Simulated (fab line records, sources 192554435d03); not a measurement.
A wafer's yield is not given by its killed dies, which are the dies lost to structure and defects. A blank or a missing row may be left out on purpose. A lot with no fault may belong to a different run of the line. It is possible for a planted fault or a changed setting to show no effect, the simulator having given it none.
fab line records + flow n5-finfet
record:
- lots: 5
- wafers: 15
- last-day: 18
route steps=1938 shown HKMG_FIN@454 GATE_CUT@465 BEOL_M4@1111 PASSIVATION@1936
lots that met no fault: from a run of the same line without faults
start-h: hours from the record's opening day to when the first of the lot's shown wafers began + wait-h: time in hours since the lot's previous step + " the same as in the row above + L1.1+2: one row covering several wafers at once + - no value, or no start was given + * or withheld: withheld + < > ~ a bound
route shown NAME@n: NAME is a module with steps in the file, n the number in the route of the first one + usual: average and standard deviation across the fault-free wafers + same: alike in all rows + chamber/n: place in a boat + sites: readings site by site + _std_site: the standard deviation of these + _edge_site: inner sites' mean taken away from outer sites' mean + radius-mm: for every site, how far away it sits from the centre of the wafer + mask NAME#n: copy n + behind: the tool/chamber that last shaped the wafer + hold: what put the lot on hold/how long, in hours/how the hold closed + device: whichever transistor did not switch (one of n, p or np) + end of line: the route-end tests of the same wafers + for a step that has no rows: nothing shown but its recipe + killed: dies lost to structure and defects at the first sort, not the wafer's yield + map: per-die view of a wafer (x killed, . not killed, _ where there is no die)
set.NAME: the setting the step ran with; set.NAME@STEP: the setting that earlier step ran with + model.NAME: the simulator's own value behind a step, which no gauge read
lots seen at some steps along the route; tables by step, rows by wafer
services: when a tool's chamber went out of use (start-h, in hours from the record's first day, below 0 if earlier), for how many hours, and the reason
== steps ==
step: N5_HKMG_FIN_ETCHBACK_68
recipe:
- chemistry: Cl2/Ar
- stop-on: HfO2
- target-depth-a: 5
- pressure-mtorr: 10
- icp-w: 600
- bias-w: 60
- Cl2_flow_sccm: 40
- Ar_flow_sccm: 60
usual:
- drypump-motor-current-A: 5.62/0.27
- oes-product-au: 0.75/0.13
- throttle-valve-pct: 20.9/0.32
| lot.wafer | tool         | chamber | start-h | wait-h | drypump-motor-current-A | oes-product-au | rf-hours-counter-h | throttle-valve-pct |
|-----------|--------------|---------|---------|--------|-------------------------|----------------|--------------------|--------------------|
| L833.2    | rie-metal-01 | 0       | 130.33  | 0.0    | 5.57                    | 0.90           | 8                  | 20.6               |
| L833.5    | "            | 0       | "       | "      | 5.58                    | 0.90           | -                  | 20.6               |
| L833.6    | "            | 1       | "       | "      | 5.39                    | 0.69           | -                  | 21.2               |
| L836.1    | rie-metal-03 | 1       | 147.92  | 0.0    | 5.26                    | 0.85           | 18                 | 20.6               |
| L836.5    | "            | 1       | "       | "      | 5.27                    | 0.86           | -                  | 20.6               |
| L836.6    | "            | 1       | "       | "      | 5.26                    | 0.86           | -                  | 20.6               |
| L837.2    | rie-metal-03 | 0       | 156.60  | 0.0    | 5.92                    | 0.97           | 0                  | 20.4               |
| L837.3    | "            | 1       | "       | "      | 5.23                    | 0.86           | -                  | 20.6               |
| L837.4    | "            | 0       | "       | "      | 5.93                    | 0.98           | -                  | 20.5               |
| L841.2    | rie-metal-01 | 0       | 175.29  | 0.0    | 5.59                    | 0.88           | 12                 | 20.6               |
| L841.5    | "            | 1       | "       | "      | 5.37                    | 0.68           | -                  | 21.2               |
| L841.6    | "            | 0       | "       | "      | 5.60                    | 0.88           | -                  | 20.6               |
| L848.1    | rie-metal-02 | 1       | 220.83  | 0.0    | 5.90                    | 0.60           | 115                | 21.3               |
| L848.4    | "            | 1       | "       | "      | 5.89                    | 0.61           | -                  | 21.3               |
| L848.6    | "            | 1       | "       | "      | 5.89                    | 0.61           | -                  | 21.3               |
step: N5_HKMG_FIN_STRIP_69
recipe:
- chemistry: N2/H2
- power-w: 2500
- temp-c: 300
- h2-frac: 0.65
- time-s: 360
- pressure-mtorr: withheld
- n2-flow-sccm: 1750
- h2-flow-sccm: 3250
step: N5_HKMG_FIN_ALD_21
recipe:
- material: TiN
- target-thk-a: 15
- temp-c: 400
- ald-precursor-family: TiCl4
- ald-co-reactant: NH3
- pulse-time-s: 1
- purge-time-s: 3
- co-reactant-purge-time-s: 2
- co-reactant-pulse-time-s: 2
- ald-cycles: 68
- pressure-torr: 3
usual:
- chamber-pressure-Torr: 3.001/0.0074
- heater-power-w: 944/55
- precursor-pulse-height-rel: 0.998/0.02
same:
- ald-cycles: 68
| lot.wafer | tool         | chamber | start-h | wait-h | chamber-pressure-Torr | heater-power-w | precursor-pulse-height-rel |
|-----------|--------------|---------|---------|--------|-----------------------|----------------|----------------------------|
| L833.2    | ald-metal-02 | 2       | 130.85  | 0.3    | 2.996                 | 954            | 0.980                      |
| L833.5    | "            | 2       | "       | "      | 2.993                 | 919            | 0.979                      |
| L833.6    | "            | 1       | "       | "      | 2.997                 | 908            | 0.988                      |
| L836.1    | ald-metal-01 | 0       | 148.57  | 0.3    | 2.994                 | 988            | 0.978                      |
| L836.5    | "            | 0       | "       | "      | 2.993                 | 973            | 0.980                      |
| L836.6    | "            | 1       | "       | "      | 3.007                 | 1023           | 1.002                      |
| L837.2    | ald-metal-01 | 1       | 157.12  | 0.3    | 2.988                 | 1025           | 0.972                      |
| L837.3    | "            | 3       | "       | "      | 2.998                 | 917            | 1.015                      |
| L837.4    | "            | 0       | "       | "      | 3.018                 | 973            | 0.983                      |
| L841.2    | ald-metal-01 | 3       | 175.82  | 0.3    | 3.011                 | 915            | 0.989                      |
| L841.5    | "            | 0       | "       | "      | 3.007                 | 990            | 1.024                      |
| L841.6    | "            | 3       | "       | "      | 3.004                 | 917            | 1.001                      |
| L848.1    | ald-metal-02 | 2       | 221.48  | 0.3    | 2.994                 | 942            | 1.027                      |
| L848.4    | "            | 3       | "       | "      | 3.001                 | 946            | 0.980                      |
| L848.6    | "            | 1       | "       | "      | 2.997                 | 948            | 0.987                      |
step: N5_HKMG_FIN_ALD_72
recipe:
- material: W
- target-thk-a: 20
- temp-c: 300
- pressure-torr: 7.5
- ald-precursor-family: WF6
- ald-co-reactant: B2H6
- pulse-time-s: 1
- purge-time-s: 2
- co-reactant-purge-time-s: 2
- co-reactant-pulse-time-s: 3
- ald-cycles: 7
step: N5_HKMG_FIN_W_FILL_22
recipe:
- material: W
- target-thk-a: 600
- temp-c: 400
- pressure-torr: 39.4
- time-s: 18.2
step: N5_HKMG_FIN_PRECLEAN_83
recipe:
- chemistry: DIW
- time-s: 57.5
- temp-c: 23
step: N5_HKMG_FIN_SRD_84
recipe:
- dry-time-s: 32
- dry: n2-spin
- spin-rpm: 1500
step: N5_HKMG_FIN_CMP_23
recipe:
- stop-on: SiNx
- t-overpolish-s: 10
- post-cmp-clean: rinse-only
- down-force-psi: 4
- platen-rpm: 50.289
- pad-velocity-m-s: 1.0006
- target-thk-nm: 46.326
step: N5_HKMG_FIN_CMP_94
recipe:
- stop-on: SiNx
- post-cmp-clean: w-dilute-nh4oh
- t-overpolish-s: 4.7
- down-force-psi: 4
- platen-rpm: 50.289
- pad-velocity-m-s: 1.0006
- target-thk-nm: 43.299
usual:
- motor-current-A: 12.2/1.6
| lot.wafer | tool   | chamber | start-h | wait-h | motor-current-A |
|-----------|--------|---------|---------|--------|-----------------|
| L833.2    | cmp-02 | 0       | 131.95  | 0.3    | 12.9            |
| L833.6    | "      | 2       | "       | "      | 11.9            |
| L833.5    | "      | 3       | "       | "      | 10.4            |
| L836.1    | cmp-01 | 1       | 149.67  | 0.2    | 9.9             |
| L836.6    | "      | 2       | "       | "      | 13.7            |
| L836.5    | "      | 3       | "       | "      | 13.1            |
| L837.4    | cmp-01 | 2       | 158.17  | 0.3    | 14.0            |
| L837.2    | "      | 3       | "       | "      | 12.7            |
| L837.3    | "      | 0       | "       | "      | 10.4            |
| L841.2    | cmp-01 | 3       | 176.86  | 0.3    | 12.8            |
| L841.6    | "      | 2       | "       | "      | 12.9            |
| L841.5    | "      | 3       | "       | "      | 12.8            |
| L848.1    | cmp-01 | 2       | 222.49  | 0.4    | 14.0            |
| L848.4    | "      | 3       | "       | "      | 12.5            |
| L848.6    | "      | 3       | "       | "      | 12.9            |
step: N5_HKMG_FIN_INSPECT_28
recipe:
- inspect-instrument: darkfield
- mode: post-cmp
usual:
- raw-defect-count: 43/18
| lot.wafer | tool              | chamber | start-h | wait-h | raw-defect-count |
|-----------|-------------------|---------|---------|--------|------------------|
| L833.2    | defect-inspect-02 | -       | 132.12  | 0.0    | 54               |
| L833.5    | "                 | -       | "       | "      | 72               |
| L833.6    | "                 | -       | "       | "      | 71               |
| L836.1    | defect-inspect-02 | -       | 149.81  | 0.0    | 27               |
| L836.5    | "                 | -       | "       | "      | 32               |
| L836.6    | "                 | -       | "       | "      | 54               |
| L837.2    | defect-inspect-02 | -       | 158.37  | 0.0    | 46               |
| L837.3    | "                 | -       | "       | "      | 26               |
| L837.4    | "                 | -       | "       | "      | 32               |
| L841.2    | defect-inspect-02 | -       | 177.06  | 0.0    | 49               |
| L841.5    | "                 | -       | "       | "      | 47               |
| L841.6    | "                 | -       | "       | "      | 46               |
| L848.1    | defect-inspect-01 | -       | 222.72  | 0.0    | 22               |
| L848.4    | "                 | -       | "       | "      | 30               |
| L848.6    | "                 | -       | "       | "      | 26               |
step: N5_GATE_CUT_ETCHBACK_00
recipe:
- chemistry: SF6/Cl2
- target: W
- pressure-mtorr: 8
- icp-w: 900
- bias-w: 80
- SF6_flow_sccm: 40
- Cl2_flow_sccm: 60
usual:
- drypump-motor-current-A: 5.61/0.28
- oes-product-au: 0.76/0.14
- throttle-valve-pct: 27.5/0.39
| lot.wafer | tool         | chamber | start-h | wait-h | drypump-motor-current-A | oes-product-au | rf-hours-counter-h | throttle-valve-pct |
|-----------|--------------|---------|---------|--------|-------------------------|----------------|--------------------|--------------------|
| L833.2    | rie-metal-03 | 0       | 132.16  | 0.0    | 5.91                    | 0.60           | 141                | 27.5               |
| L833.5    | "            | 0       | "       | "      | 5.90                    | 0.60           | -                  | 27.6               |
| L833.6    | "            | 1       | "       | "      | 5.24                    | 0.88           | -                  | 27.2               |
| L836.1    | rie-metal-03 | 1       | 149.84  | 0.0    | 5.26                    | 0.87           | 18                 | 27.1               |
| L836.5    | "            | 1       | "       | "      | 5.25                    | 0.87           | -                  | 27.1               |
| L836.6    | "            | 1       | "       | "      | 5.26                    | 0.87           | -                  | 27.2               |
| L837.2    | rie-metal-03 | 0       | 158.40  | 0.0    | 5.94                    | 0.99           | 0                  | 27.2               |
| L837.3    | "            | 1       | "       | "      | 5.26                    | 0.87           | -                  | 27.2               |
| L837.4    | "            | 0       | "       | "      | 5.94                    | 0.99           | -                  | 27.2               |
| L841.2    | rie-metal-01 | 1       | 177.10  | 0.0    | 5.38                    | 0.69           | 72                 | 28.0               |
| L841.5    | "            | 0       | "       | "      | 5.56                    | 0.89           | -                  | 27.3               |
| L841.6    | "            | 1       | "       | "      | 5.36                    | 0.68           | -                  | 28.0               |
| L848.1    | rie-metal-01 | 1       | 222.76  | 0.0    | 5.36                    | 0.68           | 74                 | 28.0               |
| L848.4    | "            | 0       | "       | "      | 5.59                    | 0.86           | -                  | 27.3               |
| L848.6    | "            | 1       | "       | "      | 5.36                    | 0.68           | -                  | 28.0               |
step: N5_GATE_CUT_ETCH_56
recipe:
- chemistry: Cl2/Ar
- target: TiN
- target-depth-a: 216
- pressure-mtorr: 10
- icp-w: 600
- bias-w: 60
- Cl2_flow_sccm: 40
- Ar_flow_sccm: 60
usual:
- drypump-motor-current-A: 5.61/0.28
- oes-product-au: 0.76/0.14
- rf-fwd-power-W: 595.0/1.9
- throttle-valve-pct: 20.9/0.32
| lot.wafer | tool         | chamber | start-h | wait-h | drypump-motor-current-A | oes-product-au | rf-fwd-power-W | rf-hours-counter-h | throttle-valve-pct | model.etch.depth-nm |
|-----------|--------------|---------|---------|--------|-------------------------|----------------|----------------|--------------------|--------------------|---------------------|
| L833.2    | rie-metal-03 | 0       | 132.28  | 0.1    | 5.93                    | 0.60           | 598.1          | 141                | 20.9               | 22.04               |
| L833.5    | "            | 0       | "       | "      | 5.94                    | 0.60           | 599.4          | -                  | 20.9               | 22.09               |
| L833.6    | "            | 1       | "       | "      | 5.25                    | 0.87           | 595.3          | -                  | 20.6               | 21.47               |
| L836.1    | rie-metal-03 | 1       | 150.08  | 0.2    | 5.24                    | 0.86           | 595.5          | 18                 | 20.6               | 21.47               |
| L836.5    | "            | 1       | "       | "      | 5.27                    | 0.87           | 595.6          | -                  | 20.6               | 21.73               |
| L836.6    | "            | 1       | "       | "      | 5.27                    | 0.87           | 595.3          | -                  | 20.6               | 21.7                |
| L837.2    | rie-metal-03 | 0       | 158.52  | 0.1    | 5.94                    | 1.01           | 597.9          | 0                  | 20.4               | 22.51               |
| L837.3    | "            | 1       | "       | "      | 5.26                    | 0.74           | 449.7          | -                  | 20.7               | 17.04               |
| L837.4    | "            | 0       | "       | "      | 5.92                    | 1.01           | 598.5          | -                  | 20.4               | 22.59               |
| L841.2    | rie-metal-01 | 1       | 177.22  | 0.1    | 5.36                    | 0.69           | 594.6          | 72                 | 21.2               | 21.67               |
| L841.5    | "            | 0       | "       | "      | 5.52                    | 0.88           | 598.9          | -                  | 20.6               | 21.75               |
| L841.6    | "            | 1       | "       | "      | 5.36                    | 0.69           | 594.3          | -                  | 21.2               | 21.67               |
| L848.1    | rie-metal-01 | 1       | 222.88  | 0.1    | 5.39                    | 0.69           | 598.8          | 74                 | 21.2               | 21.7                |
| L848.4    | "            | 0       | "       | "      | 5.56                    | 0.87           | 595.0          | -                  | 20.6               | 21.74               |
| L848.6    | "            | 1       | "       | "      | 5.35                    | 0.68           | 594.7          | -                  | 21.2               | 21.64               |
step: N5_GATE_CUT_ETCHBACK_30
recipe:
- chemistry: Cl2/Ar
- target: TiN
- target-depth-a: 30
- mode: isotropic
- pressure-mtorr: 10
- icp-w: 600
- bias-w: 60
- Cl2_flow_sccm: 40
- Ar_flow_sccm: 60
usual:
- drypump-motor-current-A: 5.62/0.28
- oes-product-au: 0.76/0.14
- throttle-valve-pct: 20.9/0.32
| lot.wafer | tool         | chamber | start-h | wait-h | drypump-motor-current-A | oes-product-au | rf-hours-counter-h | throttle-valve-pct |
|-----------|--------------|---------|---------|--------|-------------------------|----------------|--------------------|--------------------|
| L833.2    | rie-metal-03 | 0       | 132.37  | 0.1    | 5.96                    | 0.60           | 141                | 20.8               |
| L833.5    | "            | 0       | "       | "      | 5.95                    | 0.60           | -                  | 20.9               |
| L833.6    | "            | 1       | "       | "      | 5.29                    | 0.87           | -                  | 20.6               |
| L836.1    | rie-metal-03 | 1       | 150.26  | 0.1    | 5.30                    | 0.86           | 18                 | 20.6               |
| L836.5    | "            | 1       | "       | "      | 5.28                    | 0.86           | -                  | 20.6               |
| L836.6    | "            | 1       | "       | "      | 5.29                    | 0.87           | -                  | 20.6               |
| L837.2    | rie-metal-03 | 0       | 158.61  | 0.1    | 5.94                    | 1.01           | 0                  | 20.4               |
| L837.3    | "            | 1       | "       | "      | 5.27                    | 0.86           | -                  | 20.6               |
| L837.4    | "            | 0       | "       | "      | 5.94                    | 1.01           | -                  | 20.4               |
| L841.2    | rie-metal-01 | 1       | 177.31  | 0.1    | 5.38                    | 0.69           | 72                 | 21.2               |
| L841.5    | "            | 0       | "       | "      | 5.57                    | 0.89           | -                  | 20.6               |
| L841.6    | "            | 1       | "       | "      | 5.39                    | 0.70           | -                  | 21.2               |
| L848.1    | rie-metal-01 | 1       | 222.97  | 0.1    | 5.35                    | 0.69           | 74                 | 21.2               |
| L848.4    | "            | 0       | "       | "      | 5.55                    | 0.87           | -                  | 20.6               |
| L848.6    | "            | 1       | "       | "      | 5.38                    | 0.68           | -                  | 21.2               |
step: N5_BEOL_M4_RC_MEAS_101
usual:
- DIBL_N: 36.4/1.6
- DIBL_P: 36.2/1.8
- IOFF_N: 0.159/0.029
- IOFF_P: 0.21/0.034
- ION_N: 670/12
- ION_P: 459/8.2
- SS_N: 71.5/0.59
- SS_P: 73.2/0.54
- VT_N: 250/3.3
- VT_P: -250/3.7
| lot.wafer | tool      | chamber | start-h | wait-h | DIBL_N[mV/V] | DIBL_P[mV/V] | IOFF_N[nA/um] | IOFF_P[nA/um] | ION_N[uA/um] | ION_P[uA/um] | SS_N[mV/dec] | SS_P[mV/dec] | VT_N[mV] | VT_P[mV] |
|-----------|-----------|---------|---------|--------|--------------|--------------|---------------|---------------|--------------|--------------|--------------|--------------|----------|----------|
| L833.2    | prober-01 | 0       | 256.75  | 0.2    | 36.7         | 37.9         | 0.171         | 0.21          | 669          | 454          | 72.5         | 73.3         | 248      | -252     |
| L833.5    | "         | 0       | "       | "      | 34.8         | 35.3         | 0.136         | 0.16          | 661          | 447          | 71.7         | 72.5         | 253      | -255     |
| L833.6    | "         | 0       | "       | "      | 36.0         | 37.3         | 0.160         | 0.19          | 670          | 452          | 71.4         | 72.8         | 249      | -256     |
| L836.1    | prober-01 | 0       | 259.90  | 0.0    | 37.5         | 36.6         | 0.162         | 0.19          | 655          | 444          | 71.5         | 73.4         | 254      | -254     |
| L836.5    | "         | 0       | "       | "      | 35.2         | 35.0         | 0.129         | 0.17          | 660          | 451          | 71.4         | 72.3         | 253      | -253     |
| L836.6    | "         | 0       | "       | "      | 38.4         | 38.9         | 0.180         | 0.22          | 662          | 453          | 71.8         | 73.8         | 253      | -252     |
| L837.2    | prober-01 | 0       | 272.58  | 0.2    | 38.0         | 35.7         | 0.173         | 0.21          | 672          | 455          | 71.8         | 73.6         | 247      | -249     |
| L837.3    | "         | 0       | "       | "      | 39.2         | 38.0         | 0.204         | 0.26          | 675          | 463          | 73.0         | 74.1         | 247      | -246     |
| L837.4    | "         | 0       | "       | "      | 37.6         | 36.4         | 0.166         | 0.23          | 677          | 465          | 71.0         | 72.7         | 249      | -249     |
| L841.2    | prober-01 | 0       | 288.18  | 0.2    | 34.9         | 34.8         | 0.139         | 0.19          | 677          | 461          | 71.3         | 73.2         | 251      | -253     |
| L841.5    | "         | 0       | "       | "      | 36.2         | 37.2         | 0.160         | 0.23          | 679          | 470          | 70.8         | 74.1         | 247      | -248     |
| L841.6    | "         | 0       | "       | "      | 35.3         | 35.4         | 0.146         | 0.19          | 666          | 459          | 70.5         | 73.4         | 250      | -250     |
| L848.1    | prober-02 | 0       | 335.18  | 0.0    | 34.1         | 35.5         | 0.141         | 0.23          | 670          | 476          | 71.9         | 73.0         | 250      | -247     |
| L848.4    | "         | 0       | "       | "      | 35.7         | 37.1         | 0.160         | 0.26          | 663          | 464          | 71.1         | 73.7         | 249      | -245     |
| L848.6    | "         | 0       | "       | "      | 38.0         | 39.3         | 0.218         | 0.31          | 701          | 481          | 71.8         | 74.1         | 245      | -240     |
step: N5_PASSIVATION_PROBE_49
usual:
- defect-limited-yield: 91.1/1.5
- killed_at_M0_to_M3: 33/9.9
- killed_at_M4_up: 14/5.2
- killed-at-contacts: 12/6.7
- killed-at-front-end: 43/13
- killed-at-other: 3.4/2.7
- killed-dies: 105/17
- killed-open: 69/13
- killed-short: 33/7.5
- sort_bin_5_function: 5.2/0.91
- sort_bin_6_memory: 3.3/0.71
- sort-n-pass: 1075/17
- sort-yield-pct: 91.1/1.5
same:
- gross-dies: 1180
- killed-at-back-side: 0
- sort_bin_4_leakage[%]: 0
- sort_bin_8_speed[%]: 0
| lot.wafer | tool      | chamber | start-h | wait-h | defect-limited-yield[%] | killed_at_M0_to_M3 | killed_at_M4_up | killed-at-contacts | killed-at-front-end | killed-at-other | killed-dies | killed-open | killed-short | sort_bin_5_function[%] | sort_bin_6_memory[%] | sort-n-pass | sort-yield-pct[%] |
|-----------|-----------|---------|---------|--------|-------------------------|--------------------|-----------------|--------------------|---------------------|-----------------|-------------|-------------|--------------|------------------------|----------------------|-------------|-------------------|
| L836.6    | prober-01 | -       | 365.30  | 0.3    | 91.4                    | 36                 | 13              | 2                  | 47                  | 4               | 102         | 61          | 39           | 5.6                    | 3.0                  | 1078        | 91.4              |
| L837.2    | prober-02 | -       | 370.13  | 0.1    | 91.1                    | 32                 | 16              | 5                  | 48                  | 4               | 105         | 70          | 35           | 5.3                    | 3.4                  | 1075        | 91.1              |
| L837.3    | prober-02 | -       | 370.18  | 0.1    | 90.9                    | 35                 | 9               | 7                  | 53                  | 3               | 107         | 77          | 30           | 5.2                    | 3.6                  | 1073        | 90.9              |
| L837.4    | prober-02 | -       | 370.23  | 0.2    | 91.9                    | 29                 | 19              | 5                  | 37                  | 5               | 95          | 66          | 27           | 4.9                    | 2.6                  | 1085        | 91.9              |
| L848.1    | prober-01 | -       | 438.35  | 0.0    | 88.6                    | 36                 | 16              | 14                 | 62                  | 7               | 135         | 98          | 36           | 6.7                    | 4.5                  | 1045        | 88.6              |
| L848.4    | prober-01 | -       | 438.50  | 0.2    | 92.9                    | 27                 | 11              | 14                 | 29                  | 3               | 84          | 62          | 20           | 4.3                    | 2.4                  | 1096        | 92.9              |
| L848.6    | prober-01 | -       | 438.60  | 0.3    | 91.7                    | 33                 | 10              | 11                 | 42                  | 2               | 98          | 64          | 32           | 4.7                    | 3.0                  | 1082        | 91.7              |
killed by level:class
L836.6 GATE_CUT:geometric-particle:short=9 FIN_SAQP:geometric-particle:short=8 BEOL_M2:geometric-particle:open=8 BEOL_M3:geometric-particle:open=8 FIN_SAQP:geometric-particle:open=6 STI_FIN_REVEAL:geometric-particle:open=5 DUMMY_GATE:geometric-particle:open=5 BEOL_M4:geometric-particle:open=5
L837.2 STI_FIN_REVEAL:geometric-particle:open=19 BEOL_M0_SAQP:geometric-particle:open=10 STI_FIN_REVEAL:geometric-particle:short=8 BEOL_M2:geometric-particle:open=8 FIN_SAQP:geometric-particle:short=7 BEOL_M4:geometric-particle:open=7 MOL_CONTACT_COAG:geometric-particle:open=5 BEOL_M3:geometric-particle:open=4
L837.3 STI_FIN_REVEAL:geometric-particle:open=21 BEOL_M2:geometric-particle:open=13 FIN_SAQP:geometric-particle:open=11 FIN_SAQP:geometric-particle:short=10 MOL_CONTACT_COAG:geometric-particle:open=6 BEOL_M0_SAQP:geometric-particle:short=6 BEOL_M0:geometric-particle:open=5 GATE_CUT:geometric-particle:open=3
L837.4 STI_FIN_REVEAL:geometric-particle:open=14 BEOL_M0_SAQP:geometric-particle:open=10 BEOL_M4:geometric-particle:open=9 BEOL_M0_SAQP:geometric-particle:short=7 STI_FIN_REVEAL:geometric-particle:short=6 FIN_SAQP:geometric-particle:open=4 FIN_SAQP:geometric-particle:short=4 BEOL_M3:geometric-particle:open=4
L848.1 STI_FIN_REVEAL:geometric-particle:open=20 BEOL_M4:geometric-particle:open=12 FIN_SAQP:geometric-particle:open=11 MOL_CONTACT_COAG:geometric-particle:open=11 BEOL_M0_SAQP:geometric-particle:open=10 BEOL_M0_SAQP:geometric-particle:short=8 FIN_SAQP:geometric-particle:short=7 BEOL_M1:geometric-particle:open=6
L848.4 MOL_CONTACT_COAG:geometric-particle:open=11 BEOL_M2:geometric-particle:open=6 BEOL_M4:geometric-particle:open=6 STARTING-WAFER:geometric-particle:open=6 FIN_SAQP:geometric-particle:open=5 GATE_CUT:geometric-particle:open=5 BEOL_M3:geometric-particle:open=5 STI_FIN_REVEAL:geometric-particle:open=4
L848.6 STI_FIN_REVEAL:geometric-particle:open=12 MOL_CONTACT_COAG:geometric-particle:open=8 BEOL_M0_SAQP:geometric-particle:short=8 BEOL_M3:geometric-particle:open=7 BEOL_M2:geometric-particle:open=6 FIN_SAQP:geometric-particle:open=4 BEOL_M4:geometric-particle:open=4 FIN_SAQP:geometric-particle:short=3
== services ==
| tool         | chamber | start-h | hours | kind                           |
|--------------|---------|---------|-------|--------------------------------|
| ald-metal-01 | -       | 125.42  | 8.7   | pm                             |
| rie-metal-03 | 0       | 133.68  | -     | clean                          |
| rie-metal-03 | 0       | 133.68  | 18.7  | scheduled-down                 |
| rie-metal-03 | 0       | 133.68  | 18.7  | vent-cycle                     |
| rie-metal-03 | 0       | 169.63  | 1.4   | repair                         |
| ald-metal-01 | -       | 195.40  | 2.1   | repair                         |
| rie-metal-02 | -       | 196.79  | 10.0  | pm                             |
| rie-metal-02 | 0       | 206.79  | -     | clean                          |
| rie-metal-02 | 0       | 206.79  | 23.4  | scheduled-down                 |
| rie-metal-02 | 0       | 206.79  | 23.4  | vent-cycle                     |
| cmp-02       | -       | 212.68  | 4.0   | pm                             |
| cmp-02       | -       | 216.68  | -     | consumable-replace:conditioner |
| cmp-02       | -       | 216.68  | -     | consumable-replace:pad         |
| ald-metal-02 | 3       | 222.47  | 1.6   | repair                         |
== key ==
first-sign:
- step: N5_GATE_CUT_ETCH_56
- reading: rf-fwd-power-W
- direction: down
- sigmas: 77
- usual: *
- struck: *
effect none on later readings
model-effect:
- step: N5_GATE_CUT_ETCH_56
- value: etch.depth-nm
- without: 21.62
- struck: 17.04
met-at N5_GATE_CUT_ETCH_56
struck-wafers L837.3
onset-between 150.08 158.52
fault:
- kind: process-parameter-drift
- tool: rie-metal-03
- chamber: 1
- onset-h: 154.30
- steps: N5_GATE_CUT_ETCH_56
- channel: icp-w
- offset: -144
- shape: step
- end-h: 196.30
- acts-in: these-recipes-only
- stated: 600
